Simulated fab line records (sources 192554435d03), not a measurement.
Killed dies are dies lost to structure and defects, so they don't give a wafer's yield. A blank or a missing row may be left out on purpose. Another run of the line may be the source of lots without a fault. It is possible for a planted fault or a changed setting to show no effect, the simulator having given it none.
Chamber matching + flow n5 finfet + 4 sister chambers for N5_FIN_CUT_CUT_ETCH_15 on rie si-05
The step etches Si in HBr/Cl2/O2, target depth 100 nm, bt time 10 s, time 42.4 s. 8 wafers are shown with their chamber, then 10 later ones without.

WAFERS PAIRED WITH THEIR CHAMBERS
| wafer  | chamber | drypump motor current A (A) | throttle valve pct (%) |
|--------|---------|-----------------------------|------------------------|
| L076.6 | 3       | 6.1                         | 36.73                  |
| L080.1 | 2       | 4.9                         | 36.71                  |
| L080.3 | 3       | 6.1                         | 36.73                  |
| L080.5 | 2       | 4.9                         | 36.74                  |
| L082.1 | 1       | 5.8                         | 36.69                  |
| L082.5 | 0       | 6.0                         | 36.87                  |
| L084.1 | 0       | 6.0                         | 36.86                  |
| L084.4 | 1       | 5.7                         | 36.69                  |

WAFERS WITHOUT THEIR CHAMBER
| wafer  | drypump motor current A (A) | throttle valve pct (%) |
|--------|-----------------------------|------------------------|
| L084.5 | 4.9                         | 36.73                  |
| L090.1 | 6.0                         | 36.85                  |
| L090.2 | 5.8                         | 36.70                  |
| L090.3 | 4.9                         | 36.72                  |
| L091.1 | 5.7                         | 36.70                  |
| L091.4 | 6.0                         | 36.87                  |
| L091.6 | 4.9                         | 36.72                  |
| L095.2 | 6.1                         | 36.73                  |
| L095.3 | 4.9                         | 36.72                  |
| L095.6 | 4.9                         | 36.74                  |

CHAMBER TAKEN BY EACH
| wafer  | from the rows above | in truth |
|--------|---------------------|----------|
| L084.5 | 2                   | 2        |
| L090.1 | 0                   | 0        |
| L090.2 | 1                   | 1        |
| L090.3 | 2                   | 2        |
| L091.1 | 1                   | 1        |
| L091.4 | 0                   | 0        |
| L091.6 | 2                   | 2        |
| L095.2 | 3                   | 3        |
| L095.3 | 2                   | 2        |
| L095.6 | 2                   | 2        |
Correctly placed: 10 of 10. Can't be placed from these rows: 0. Placed wrongly: 0.
How it was worked out, from the rows above alone: a wafer's distance from a chamber is the root of the sum, over the readings, of the square of ((its reading less the chamber's mean) divided by the reading's scatter). The wafer belongs to the nearest chamber; if the next one is less than 2 further off, it can't be placed. Each chamber's mean is taken over the wafers shown for it. The scatter is the square root of a quotient: the sum, over the shown wafers, of each reading's squared deviation from its chamber's mean, divided by wafers minus chambers.
